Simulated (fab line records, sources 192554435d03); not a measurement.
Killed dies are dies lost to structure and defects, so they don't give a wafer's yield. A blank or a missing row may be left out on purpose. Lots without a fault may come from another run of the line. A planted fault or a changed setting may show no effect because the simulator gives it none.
Chamber matching | flow n5_finfet | N5_BEOL_M0_STRIP_104 on rie_diel-06: 4 sister chambers
The step strips in N2/H2. 8 wafers are shown with their chamber, then 7 later ones without.

WAFERS WITH THEIR CHAMBER
wafer  | chamber | showerhead_plenum_p_Torr (Torr) | throttle_valve_pct (%)
L081.4 | 0       | 2.41                            | 23.76
L081.5 | 1       | 2.39                            | 24.00
L083.2 | 0       | 2.41                            | 23.78
L083.6 | 1       | 2.39                            | 23.98
L084.3 | 3       | 2.54                            | 23.40
L084.5 | 2       | 2.58                            | 23.38
L092.2 | 3       | 2.54                            | 23.41
L092.3 | 2       | 2.57                            | 23.41

WAFERS WITHOUT THEIR CHAMBER
wafer  | showerhead_plenum_p_Torr (Torr) | throttle_valve_pct (%)
L092.4 | 2.71                            | 23.61
L096.1 | 2.53                            | 23.41
L096.4 | 2.70                            | 23.59
L096.6 | 2.53                            | 23.42
L097.4 | 2.70                            | 23.65
L097.5 | 2.53                            | 23.45
L097.6 | 2.40                            | 23.83

WHICH CHAMBER EACH WENT THROUGH
wafer  | from the rows above | in truth
L092.4 | 2                   | 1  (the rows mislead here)
L096.1 | 3                   | 3
L096.4 | 2                   | 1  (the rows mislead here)
L096.6 | 3                   | 3
L097.4 | 2                   | 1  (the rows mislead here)
L097.5 | 3                   | 3
L097.6 | 0                   | 0
Placed correctly: 4 of 7. Can't be placed from these rows: 0. Placed wrongly: 3.
How it was worked out, from the rows above alone: a wafer's distance from a chamber is the root of the sum, over the readings, of the square of ((its reading less the chamber's mean) divided by the reading's scatter). The wafer belongs to the nearest chamber; if the next one is less than 2 further off, it can't be placed. A chamber's mean is the mean of its shown wafers. The scatter: the root of (the sum of the squares of (reading less its chamber's mean) over the shown wafers, divided by (wafers less chambers)).
